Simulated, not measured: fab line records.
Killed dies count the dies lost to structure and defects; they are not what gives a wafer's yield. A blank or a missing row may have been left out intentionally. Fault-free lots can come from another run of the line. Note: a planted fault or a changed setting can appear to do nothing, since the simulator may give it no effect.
What tool caused it?	flow n5 finfet	11 lots, 32 wafers sampled, at 5 steps of a route of 1938

WHAT EACH GAUGE READ, for each wafer
N5_BEOL_M4_RC_MEAS_101.
lot	measured	on	DIBL_N (mV/V)
L762	day 8 20:52	prober-01	33.1 34.9 38.3
L763	day 8 23:49	prober-02	37.2 31.8 34.4
L764	day 9 02:56	prober-02	40.5 37.7 38.3
L767	day 9 23:44	prober-02	39.5 39.0 37.1
L773	day 11 02:28	prober-02	35.8 35.8 36.0
L774	day 11 10:14	prober-01	34.9 35.6 36.1
L776	day 11 13:39	prober-02	34.3 39.3 37.2
L780	day 12 03:50	prober-01	37.2 38.0 35.6
L779	day 12 11:46	prober-02	37.5 36.2
L781	day 12 18:49	prober-01	37.2 36.0 37.9
L785	day 14 08:18	prober-02	38.0 37.7 35.5

TOOL THAT RAN EACH LOT (tool first, then ch and the chambers of the sampled wafers, then the start)
lot	N5_BEOL_M1_ANNEAL_87	N5_BEOL_M1_ANNEAL_89	N5_BEOL_M1_ANNEAL_93	N5_BEOL_M2_PECVD_72
L762	pvd sputter-01, day 7 13:55	pvd sputter-01, day 7 14:08	pvd sputter-01, day 7 14:34	pecvd-01 ch 0,2, day 7 16:10
L763	pvd sputter-02, day 7 19:01	pvd sputter-02, day 7 19:14	pvd sputter-02, day 7 19:41	pecvd-04 ch 0,2, day 7 21:17
L764	pvd sputter-01, day 7 19:37	pvd sputter-01, day 7 19:50	pvd sputter-01, day 7 20:16	pecvd-01 ch 0,1,2, day 7 22:02
L767	pvd sputter-02, day 8 00:32	pvd sputter-02, day 8 00:46	pvd sputter-02, day 8 01:12	pecvd-01 ch 0,2, day 8 02:47
L773	pvd sputter-02, day 9 17:39	pvd sputter-02, day 9 17:52	pvd sputter-02, day 9 18:19	pecvd-04 ch 0,1, day 9 19:53
L774	pvd sputter-02, day 9 21:02	pvd sputter-02, day 9 21:15	pvd sputter-02, day 9 21:41	pecvd-01 ch 0,1, day 9 23:17
L776	pvd sputter-01, day 10 08:50	pvd sputter-01, day 10 09:04	pvd sputter-01, day 10 09:30	pecvd-04 ch 2, day 10 11:05
L780	pvd sputter-01, day 10 17:38	pvd sputter-01, day 10 17:51	pvd sputter-01, day 10 18:17	pecvd-01 ch 0,1, day 10 19:56
L779	pvd sputter-01, day 10 20:19	pvd sputter-01, day 10 20:32	pvd sputter-01, day 10 20:58	pecvd-03 ch 1,2, day 10 22:39
L781	pvd sputter-01, day 11 07:49	pvd sputter-01, day 11 08:02	pvd sputter-01, day 11 08:28	pecvd-03 ch 0,1, day 11 10:04
L785	pvd sputter-02, day 12 10:02	pvd sputter-02, day 12 10:15	pvd sputter-02, day 12 10:41	pecvd-04 ch 0,1,2, day 12 12:20
- N5_BEOL_M1_ANNEAL_87: time 240 s.
- N5_BEOL_M1_ANNEAL_89: time 240 s.
- N5_BEOL_M1_ANNEAL_93: time 240 s.
- N5_BEOL_M2_PECVD_72: deposits SiO2 from TEOS/O2, target thk 16 nm, time 18 s.

THE ANSWER, worked out from the rows above alone
Rule: the lots themselves supply what counts as usual. Put in order of their means at a reading, lots are off if they are a third of the lots or fewer, leave a main group of 4 or more, and stand apart from it by a gap of 3 or more times the standard deviation of the main group's means; of several such gaps the widest counts. The tables above print the reading to a certain number of digits; a main group whose means all agree to those digits is not used. A lot without any number at a reading at which 4 lots or more have one is off too. Where the step has rows for the other lots, those lots are counted as sound.
No lot is off on any of the readings shown, so nothing can be concluded from this.

WHAT THE SIMULATOR HAD PUT IN
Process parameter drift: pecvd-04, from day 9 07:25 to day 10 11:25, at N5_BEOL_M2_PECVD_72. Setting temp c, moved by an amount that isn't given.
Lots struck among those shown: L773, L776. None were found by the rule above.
